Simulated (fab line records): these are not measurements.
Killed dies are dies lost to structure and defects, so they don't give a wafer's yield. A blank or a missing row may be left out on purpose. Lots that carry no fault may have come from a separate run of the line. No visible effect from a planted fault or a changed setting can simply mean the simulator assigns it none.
Matching of chambers    flow nand-harc    NHARC_P_GATE_DESCUM_13 on rie-diel-11 has 4 sister chambers
The step chemistry O2, time 3 s. 4 wafers are shown with their chamber, then 10 later ones without.

== WAFERS PAIRED WITH THEIR CHAMBERS ==
wafer   chamber  drypump-motor-current-A (A)
L855.5  0        5.59
L858.4  3        5.09
L861.2  1        5.77
L861.3  2        5.20

== WAFERS MISSING THEIR CHAMBER ==
wafer   drypump-motor-current-A (A)
L861.4  5.62
L860.3  5.19
L860.4  5.10
L860.5  5.17
L859.2  5.77
L859.3  5.19
L859.6  5.60
L863.2  5.63
L863.3  5.13
L863.6  5.13

== EACH ONE'S CHAMBER ==
wafer   from the rows above      in truth
L861.4  0                        0
L860.3  2                        2
L860.4  3                        3
L860.5  can't be placed: 2 or 3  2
L859.2  1                        1
L859.3  2                        2
L859.6  0                        0
L863.2  0                        0
L863.3  can't be placed: 3 or 2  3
L863.6  can't be placed: 3 or 2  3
Correct placement for 7 of the 10. Not placeable from these rows: 3 (in 3, the candidates include the true chamber). Wrongly placed: 0.
How it was worked out, from the rows above alone: a wafer's distance from a chamber is the root of the sum, over the readings, of the square of ((its reading less the chamber's mean) divided by the reading's scatter). If the next closest chamber is less than 2 further off than the closest, the wafer can't be placed; otherwise it belongs to the closest. A chamber's mean is the mean of its shown wafers. The scatter (one wafer shown for each chamber): square how far every hidden wafer sits from the nearest shown wafer, average those squares and take the square root.
